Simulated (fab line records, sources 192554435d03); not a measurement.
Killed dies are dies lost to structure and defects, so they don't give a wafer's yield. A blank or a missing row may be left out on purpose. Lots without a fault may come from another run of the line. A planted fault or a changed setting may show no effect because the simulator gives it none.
A struck lot beside a sound one | flow n5_finfet | 14 steps out of a route of 1938
Sound: wafers L971.1, L971.3, L971.6. Struck: wafers L976.1, L976.4, L976.6. The cause comes at the end.
At each step with rows: each side's tool, then ch and its chambers, then its first start. Under that, the readings that differ: sound wafers | struck wafers | difference of the means | sigmas: that difference in standard deviations of wafers without a fault.
alike: readings whose means differ by less than 2 such deviations, and words and numbers that are the same on both sides. not compared: withheld readings, readings that some wafer has no value for, bounds like >300 that may hide the same value, and numbers for which the record gives no deviation and whose values overlap.
The two part at a step that has a row with sigmas, a row that says differs or no value, or rows on one side only. Numbers that don't overlap but have no deviation are shown without sigmas and don't part them. A reading that every wafer of one side lacks parts them only if that side has two wafers or more.

N5_BEOL_M15_STRIP_62: strips in O2.
  sound on rie_diel-05 ch 0,1,3; struck on rie_diel-06 ch 0,1,3
  alike: drypump_motor_current_A, oes_product_au, rf_vpp_V, showerhead_plenum_p_Torr, throttle_valve_pct
  not compared: rf_hours_counter_h
then, 1 step without rows for these wafers: N5_BEOL_M15_STRIP_37 (strips in O2).
N5_BEOL_M15_ETCH_38: etches SiCN in CF4/N2, target depth 106.4 nm, time 120.5 s.
  sound on rie_diel-05 ch 0,1,3; struck on rie_diel-06 ch 0,1,3
  alike: bias_w, drypump_motor_current_A, mfc_ar_sccm, oes_product_au, rf_vpp_V, showerhead_plenum_p_Torr, throttle_valve_pct
  not compared: rf_hours_counter_h
then, 2 steps without rows for these wafers: N5_BEOL_M15_PRECLEAN_39 (cleans in residue remover, time 60 s); N5_BEOL_M15_SRD_40 (time 30 s, dry time 30 s).
N5_BEOL_M15_DEGAS_41: time 60 s.
  sound on pvd_sputter-01, day 12 00:41; struck on pvd_sputter-03, day 14 00:45
  alike: heater_power_w
then, 2 steps without rows for these wafers: N5_BEOL_M15_PRE_CLEAN_42 (time 30 s); N5_BEOL_M15_SPUTTER_43 (material TaN, target thk 15 nm, time 24.19 s).
N5_BEOL_M15_SPUTTER_44: material Ta, target thk 15 nm, time 24.19 s.
  sound on pvd_sputter-01, day 12 00:51; struck on pvd_sputter-03, day 14 00:55
  alike: throttle_valve_pct
N5_BEOL_M15_SPUTTER_45: material Cu, target thk 100 nm, time 16.67 s.
  sound on pvd_sputter-01, day 12 00:56; struck on pvd_sputter-03, day 14 00:59
  alike: throttle_valve_pct
then, 2 steps without rows for these wafers: N5_BEOL_M15_ECD_47 (material Cu, target thk 1860 nm); N5_BEOL_M15_ANNEAL_48 (time 90 s).
N5_BEOL_M15_CMP_49: polishes, stops on SiO2, t overpolish 4.9 s, target thk 850 nm.
  sound on cmp-04 ch 2,3, day 12 01:56; struck on cmp-04 ch 1,3, day 14 01:41
  reading                      | sound             | struck            | difference | sigmas
  barrier_field_endpoint_s (s) | 11.96 11.39 11.59 | 13.14 13.15 12.85 | +1.40      | +5
  head_pressure_psi (psi)      | 2.002 2.005 1.999 | 1.815 1.816 1.821 | -0.185     | -46
  alike: clearing_platen_rpm, motor_current_A, overpolish_run_s, slurry_filter_dp_kPa
N5_PASSIVATION_PROBE_49:
  sound on prober-01, day 12 14:44; struck on prober-02, day 14 17:26
  reading                 | sound       | struck      | difference | sigmas
  sort_bin_5_function (%) | 4.1 3.7 4.4 | 5.8 6.4 5.9 | +2.0       | +2
  alike: defect_limited_yield, killed_at_M0_to_M3, killed_at_M4_up, killed_at_contacts, killed_at_front_end, killed_at_other, killed_dies, killed_open, killed_short, sort_bin_4_leakage, sort_bin_6_memory, sort_n_pass, sort_yield_pct

WHERE THEY PART
First at N5_BEOL_M15_CMP_49; last, within this record, at N5_PASSIVATION_PROBE_49.

WHY: what the simulator had put in
Process parameter drift: cmp-04, from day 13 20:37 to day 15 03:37, at N5_BEOL_M15_CMP_49. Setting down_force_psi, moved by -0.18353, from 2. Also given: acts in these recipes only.
